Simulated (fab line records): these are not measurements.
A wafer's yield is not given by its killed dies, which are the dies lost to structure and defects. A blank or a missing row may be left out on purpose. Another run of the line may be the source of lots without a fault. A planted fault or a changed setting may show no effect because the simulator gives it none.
Matching of chambers	flow n5_finfet	N5_BEOL_M4_ILD_DEP_00 on pecvd-04: 3 sister chambers
The step deposits SiOC from DEMS/O2, target thk 79 nm, time 15.3 s. 6 wafers are shown with their chamber, then 9 later ones without.

== WAFERS, EACH WITH ITS CHAMBER ==
wafer	chamber	heater_power_w (W)	showerhead_plenum_p_Torr (Torr)
L074.3	1	482	5.692
L084.3	2	474	5.669
L084.6	1	491	5.695
L085.1	0	364	5.707
L085.3	0	357	5.714
L085.5	2	448	5.683

== WAFERS WITHOUT THEIR CHAMBER ==
wafer	heater_power_w (W)	showerhead_plenum_p_Torr (Torr)
L086.1	399	5.681
L086.2	471	5.704
L086.3	518	5.697
L087.1	366	5.701
L087.3	436	5.684
L087.4	431	5.689
L096.3	490	5.698
L096.5	492	5.692
L096.6	522	5.706

== CHAMBER TAKEN BY EACH ==
wafer	from the rows above	in truth
L086.1	can't be placed: 2 or 0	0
L086.2	1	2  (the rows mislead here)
L086.3	1	1
L087.1	0	0
L087.3	2	2
L087.4	can't be placed: 2 or 1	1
L096.3	1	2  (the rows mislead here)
L096.5	1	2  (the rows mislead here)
L096.6	1	1
4 of 9 placed correctly. Unplaceable from these rows: 2, with the true chamber sitting among the candidates in 2. Placed wrongly: 3.
How it was worked out, from the rows above alone: a wafer's distance from a chamber is the root of the sum, over the readings, of the square of ((its reading less the chamber's mean) divided by the reading's scatter). The wafer belongs to the nearest chamber; if the next one is less than 2 further off, it can't be placed. A chamber's mean is the mean of its shown wafers. How the scatter is found: for the shown wafers, subtract from each reading the mean of its chamber, square and add these, divide the total by (wafers less chambers), then take the root.
